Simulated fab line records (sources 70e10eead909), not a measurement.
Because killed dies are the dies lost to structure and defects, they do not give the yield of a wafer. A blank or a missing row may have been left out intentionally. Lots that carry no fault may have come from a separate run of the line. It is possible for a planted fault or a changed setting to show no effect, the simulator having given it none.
What tool caused it? || flow nandHarc || Sampling: 12 lots, 36 wafers, 6 of 1159 route steps

## WHAT EACH GAUGE READ, for each wafer
NHARC_A_SLIT_CD_MEAS_09: target cd 300 nm.
{"lot": "L075", "measured": "day 14 16:23", "on": "cdSem-01", "cdNm (nm)": "300.7 300.7 300.7"}
{"lot": "L077", "measured": "day 15 03:55", "on": "cdSem-02", "cdNm (nm)": "300.4 301.1 301.0"}
{"lot": "L081", "measured": "day 16 03:43", "on": "cdSem-03", "cdNm (nm)": "299.1 298.7 299.7"}
{"lot": "L084", "measured": "day 16 13:22", "on": "cdSem-02", "cdNm (nm)": "301.5 301.0 301.4"}
{"lot": "L083", "measured": "day 16 14:42", "on": "cdSem-03", "cdNm (nm)": "300.0 299.6 299.0"}
{"lot": "L088", "measured": "day 17 00:17", "on": "cdSem-01", "cdNm (nm)": "300.4 300.0 300.7"}
{"lot": "L087", "measured": "day 17 10:27", "on": "cdSem-03", "cdNm (nm)": "301.3 300.8 300.9"}
{"lot": "L089", "measured": "day 18 02:17", "on": "cdSem-01", "cdNm (nm)": "300.4 300.6 300.6"}
{"lot": "L090", "measured": "day 18 08:06", "on": "cdSem-03", "cdNm (nm)": "301.6 300.5 301.6"}
{"lot": "L093", "measured": "day 18 19:07", "on": "cdSem-02", "cdNm (nm)": "300.1 300.6 299.3"}
{"lot": "L095", "measured": "day 19 01:14", "on": "cdSem-03", "cdNm (nm)": "299.6 299.5 299.7"}
{"lot": "L097", "measured": "day 20 16:36", "on": "cdSem-03", "cdNm (nm)": "300.2 300.3 300.1"}

## EACH LOT AND THE TOOL THAT RAN IT (in order: tool; ch and the chambers of the sampled wafers; start)
{"lot": "L075", "NHARC_A_STAIRCASE_DEP_322": "pecvd-01 ch 1,2, day 13 05:43", "NHARC_A_STAIRCASE_ETCH_444": "rieDiel-04 ch 0,1,2, day 13 23:57", "NHARC_A_STAIRCASE_STRIP_475": "rieDiel-13 ch 1,3, day 14 05:43 or earlier", "NHARC_A_SGD_CUT_DESCUM_14": "rieDiel-03 ch 0,2, day 14 05:43", "NHARC_A_SGD_CUT_ETCH_16": "rieDiel-03 ch 1,3, day 14 16:23 or earlier"}
{"lot": "L077", "NHARC_A_STAIRCASE_DEP_322": "pecvd-04 ch 1,2, day 13 17:58", "NHARC_A_STAIRCASE_ETCH_444": "rieDiel-13 ch 0,1, day 14 11:18", "NHARC_A_STAIRCASE_STRIP_475": "rieDiel-13 ch 1,2, day 14 17:20 or earlier", "NHARC_A_SGD_CUT_DESCUM_14": "rieDiel-06 ch 0,2,3, day 14 17:20", "NHARC_A_SGD_CUT_ETCH_16": "rieDiel-06 ch 0,2, day 15 03:55 or earlier"}
{"lot": "L081", "NHARC_A_STAIRCASE_DEP_322": "pecvd-04 ch 0,1,2, day 14 13:34", "NHARC_A_STAIRCASE_ETCH_444": "rieDiel-13 ch 0,2, day 15 11:19", "NHARC_A_STAIRCASE_STRIP_475": "rieDiel-13 ch 1,2, day 15 17:52 or earlier", "NHARC_A_SGD_CUT_DESCUM_14": "rieDiel-03 ch 1,2,3, day 15 17:52", "NHARC_A_SGD_CUT_ETCH_16": "rieDiel-03 ch 2,3, day 16 03:43 or earlier"}
{"lot": "L084", "NHARC_A_STAIRCASE_DEP_322": "pecvd-04 ch 0,2, day 14 23:41", "NHARC_A_STAIRCASE_ETCH_444": "rieDiel-13 ch 1,2, day 15 22:01", "NHARC_A_STAIRCASE_STRIP_475": "rieDiel-04 ch 0,1, day 16 03:28 or earlier", "NHARC_A_SGD_CUT_DESCUM_14": "rieDiel-06 ch 1,2,3, day 16 03:28", "NHARC_A_SGD_CUT_ETCH_16": "rieDiel-06 ch 1,2,3, day 16 13:22 or earlier"}
{"lot": "L083", "NHARC_A_STAIRCASE_DEP_322": "pecvd-01 ch 0,1, day 15 00:16", "NHARC_A_STAIRCASE_ETCH_444": "rieDiel-04 ch 1,2, day 15 22:14", "NHARC_A_STAIRCASE_STRIP_475": "rieDiel-13 ch 1,2,3, day 16 04:16 or earlier", "NHARC_A_SGD_CUT_DESCUM_14": "rieDiel-03 ch 0,1,2, day 16 04:16", "NHARC_A_SGD_CUT_ETCH_16": "rieDiel-03 ch 0,1,2, day 16 14:42 or earlier"}
{"lot": "L088", "NHARC_A_STAIRCASE_DEP_322": "pecvd-02 ch 1,2, day 15 15:41", "NHARC_A_STAIRCASE_ETCH_444": "rieDiel-08 ch 1,2,3, day 16 09:10", "NHARC_A_STAIRCASE_STRIP_475": "rieDiel-08 ch 0,1,3, day 16 15:01 or earlier", "NHARC_A_SGD_CUT_DESCUM_14": "rieDiel-06 ch 0,2,3, day 16 15:01", "NHARC_A_SGD_CUT_ETCH_16": "rieDiel-06 ch 0,1,2, day 17 00:17 or earlier"}
{"lot": "L087", "NHARC_A_STAIRCASE_DEP_322": "pecvd-01 ch 1,2, day 16 02:42", "NHARC_A_STAIRCASE_ETCH_444": "rieDiel-13 ch 0,1,3, day 16 18:38", "NHARC_A_STAIRCASE_STRIP_475": "rieDiel-13 ch 1,2,3, day 17 00:26 or earlier", "NHARC_A_SGD_CUT_DESCUM_14": "rieDiel-03 ch 0,1,2, day 17 00:26", "NHARC_A_SGD_CUT_ETCH_16": "rieDiel-03 ch 0,1,3, day 17 10:27 or earlier"}
{"lot": "L089", "NHARC_A_STAIRCASE_DEP_322": "pecvd-04 ch 0,2, day 16 12:56", "NHARC_A_STAIRCASE_ETCH_444": "rieDiel-08 ch 0,2, day 17 08:33", "NHARC_A_STAIRCASE_STRIP_475": "rieDiel-13 ch 0,1,3, day 17 14:24 or earlier", "NHARC_A_SGD_CUT_DESCUM_14": "rieDiel-06 ch 1,2,3, day 17 14:24", "NHARC_A_SGD_CUT_ETCH_16": "rieDiel-06 ch 0,2,3, day 18 02:17 or earlier"}
{"lot": "L090", "NHARC_A_STAIRCASE_DEP_322": "pecvd-02 ch 0,1,2, day 16 19:56", "NHARC_A_STAIRCASE_ETCH_444": "rieDiel-08 ch 0,1, day 17 16:00", "NHARC_A_STAIRCASE_STRIP_475": "rieDiel-13 ch 1,2,3, day 17 21:50 or earlier", "NHARC_A_SGD_CUT_DESCUM_14": "rieDiel-03 ch 2,3, day 17 21:50", "NHARC_A_SGD_CUT_ETCH_16": "rieDiel-03 ch 0,1, day 18 08:06 or earlier"}
{"lot": "L093", "NHARC_A_STAIRCASE_DEP_322": "pecvd-02 ch 0,1,2, day 17 09:07", "NHARC_A_STAIRCASE_ETCH_444": "rieDiel-04 ch 1,2,3, day 18 03:04", "NHARC_A_STAIRCASE_STRIP_475": "rieDiel-13 ch 0,1,2, day 18 08:48 or earlier", "NHARC_A_SGD_CUT_DESCUM_14": "rieDiel-09 ch 0,2,3, day 18 08:48", "NHARC_A_SGD_CUT_ETCH_16": "rieDiel-09 ch 1,2,3, day 18 19:07 or earlier"}
{"lot": "L095", "NHARC_A_STAIRCASE_DEP_322": "pecvd-01 ch 0,2, day 17 16:16", "NHARC_A_STAIRCASE_ETCH_444": "rieDiel-04 ch 0,3, day 18 07:26", "NHARC_A_STAIRCASE_STRIP_475": "rieDiel-08 ch 1,2,3, day 18 13:10 or earlier", "NHARC_A_SGD_CUT_DESCUM_14": "rieDiel-09 ch 0,1,3, day 18 13:10", "NHARC_A_SGD_CUT_ETCH_16": "rieDiel-09 ch 0,1,3, day 19 01:14 or earlier"}
{"lot": "L097", "NHARC_A_STAIRCASE_DEP_322": "pecvd-02 ch 0,1, day 18 23:58", "NHARC_A_STAIRCASE_ETCH_444": "rieDiel-13 ch 0,3, day 19 17:59", "NHARC_A_STAIRCASE_STRIP_475": "rieDiel-04 ch 1,2, day 20 01:26 or earlier", "NHARC_A_SGD_CUT_DESCUM_14": "rieDiel-06 ch 0,2, day 20 01:26", "NHARC_A_SGD_CUT_ETCH_16": "rieDiel-06 ch 0,2, day 20 16:36 or earlier"}
- NHARC_A_STAIRCASE_DEP_322: deposits SiO2, target thk 3800 nm.
- NHARC_A_STAIRCASE_ETCH_444: etches the open film in C4F8/O2, target depth 10200 nm, time 3400 s.
- NHARC_A_STAIRCASE_STRIP_475: strips in O2, time 20 s.
- NHARC_A_SGD_CUT_DESCUM_14: chemistry O2, time 3 s.
- NHARC_A_SGD_CUT_ETCH_16: etches the open film in C4F8/O2/Ar, target depth 310.5 nm, time 155.2 s.

## THE ANSWER, worked out from the rows above alone
Rule: what is usual is taken from the lots themselves. Put in order of their means at a reading, lots are off if they are a third of the lots or fewer, leave a main group of 4 or more, and stand apart from it by a gap of 3 or more times the standard deviation of the main group's means; of several such gaps the widest counts. If all means in a main group match to the digits the tables above print for the reading, that group is not used. Also off: a lot with no number at a reading for which 4 or more lots have one. The other lots that the step has rows for count as sound.
No lot is off on any of the readings shown, so nothing can be concluded from this.

## WHAT THE SIMULATOR PUT IN
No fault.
